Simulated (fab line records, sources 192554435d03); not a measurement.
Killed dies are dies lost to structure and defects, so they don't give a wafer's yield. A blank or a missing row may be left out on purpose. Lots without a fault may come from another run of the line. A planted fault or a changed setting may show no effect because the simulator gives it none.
A struck lot beside a sound one | flow n5_finfet | 16 steps out of a route of 1938
Sound: wafers L228.1, L228.2, L228.6. Struck: wafers L234.1, L234.2, L234.3. The cause comes at the end.
At each step with rows: each side's tool, then ch and its chambers, then its first start. Under that, the readings that differ: sound wafers | struck wafers | difference of the means | sigmas: that difference in standard deviations of wafers without a fault.
alike: readings whose means differ by less than 2 such deviations, and words and numbers that are the same on both sides. not compared: withheld readings, readings that some wafer has no value for, bounds like >300 that may hide the same value, and numbers for which the record gives no deviation and whose values overlap.
The two part at a step that has a row with sigmas, a row that says differs or no value, or rows on one side only. Numbers that don't overlap but have no deviation are shown without sigmas and don't part them. A reading that every wafer of one side lacks parts them only if that side has two wafers or more.

first, 1 step without rows for these wafers: N5_BEOL_M3_ANNEAL_95 (time 240 s).
N5_BEOL_M3_SPUTTER_96: material Cu, target thk 4.5 nm, time 8.29 s.
  sound on pvd_sputter-01, day 8 16:43; struck on pvd_sputter-01, day 10 02:53
  alike: throttle_valve_pct
then, 1 step without rows for these wafers: N5_BEOL_M3_ECD_50 (material Cu, target thk 300 nm).
N5_BEOL_M3_ANNEAL_51: time 90 s.
  sound on rtp_anneal-02 ch 0, day 8 16:54; struck on rtp_anneal-02 ch 0, day 10 03:10
  alike: wafer_temp_C_max
then, 1 step without rows for these wafers: N5_BEOL_M3_CMP_52 (polishes, stops on SiOC, t overpolish 6.8 s, target thk 40 nm).
N5_BEOL_M3_THK_MEAS_53: measures by xrf.
  sound on film_metro-02, day 8 17:31; struck on film_metro-02, day 10 03:46
  alike: M3_THK
N5_BEOL_M3_PRE_CLEAN_60: time 15 s.
  sound on cvd_co-02 ch 0,1,2, day 8 17:32; struck on cvd_co-01 ch 0,1,2, day 10 03:48
  alike: heater_power_w
N5_BEOL_M3_CO_CAP_55: material Co, precursor CCTBA/H2, target thk 2 nm, time 102.1 s.
  sound on cvd_co-02 ch 0,1,2, day 8 17:35; struck on cvd_co-01 ch 0,1,2, day 10 03:50
  alike: heater_power_w
then, 1 step without rows for these wafers: N5_BEOL_M3_PRE_CLEAN_56 (time 15 s).
N5_BEOL_M3_DEP_57: deposits SiCN from 3MS/NH3, target thk 8 nm, time 14 s.
  sound on pecvd-01 ch 0,1, day 8 17:42; struck on pecvd-01 ch 0,1,2, day 10 03:57
  alike: showerhead_plenum_p_Torr, throttle_valve_pct
N5_BEOL_M3_RS_MEAS_58: measures by four-point-probe.
  sound on film_metro-02, day 8 17:46; struck on film_metro-01, day 10 04:01
  alike: M3_RS
N5_BEOL_M3_INSPECT_59: inspects for defects (darkfield).
  sound on defect_inspect-02, day 8 17:47; struck on defect_inspect-02, day 10 04:03
  alike: raw_defect_count
N5_BEOL_M4_ILD_DEP_00: deposits SiOC from DEMS/O2, target thk 79 nm, time 15.3 s.
  sound on pecvd-02 ch 0,1, day 8 17:50; struck on pecvd-02 ch 0,1,2, day 10 04:05
  reading              | sound                | struck               | difference | sigmas
  susceptor_temp_C (C) | 350.16 349.89 350.06 | 350.99 351.12 351.07 | +1.02      | +5
  alike: heater_power_w, showerhead_plenum_p_Torr, throttle_valve_pct
N5_BEOL_M4_THK_MEAS_01:
  sound on film_metro-02, day 8 17:54; struck on film_metro-02, day 10 04:09
  alike: M4_ILD_THK
N5_BEOL_M4_RC_MEAS_101:
  sound on prober-02 ch 0, day 9 06:52; struck on prober-01 ch 0, day 10 20:08
  alike: DIBL_N, DIBL_P, IOFF_N, IOFF_P, ION_N, ION_P, SS_N, SS_P, VT_N, VT_P
-- the record jumps here: 4 days lie between the struck wafers' starts before and after (it left off in module BEOL_M4 and takes up again in module PASSIVATION, whose first step shown is number 1936 of the route) --
N5_PASSIVATION_PROBE_49:
  the record has rows for the struck wafers here (prober-01, day 15 04:36) and none for the sound ones

WHERE THEY PART
First at N5_BEOL_M4_ILD_DEP_00; last, within this record, at N5_PASSIVATION_PROBE_49.

WHY: what the simulator had put in
Process parameter drift: pecvd-02, from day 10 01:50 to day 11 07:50, at N5_BEOL_M4_ILD_DEP_00. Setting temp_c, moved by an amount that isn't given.
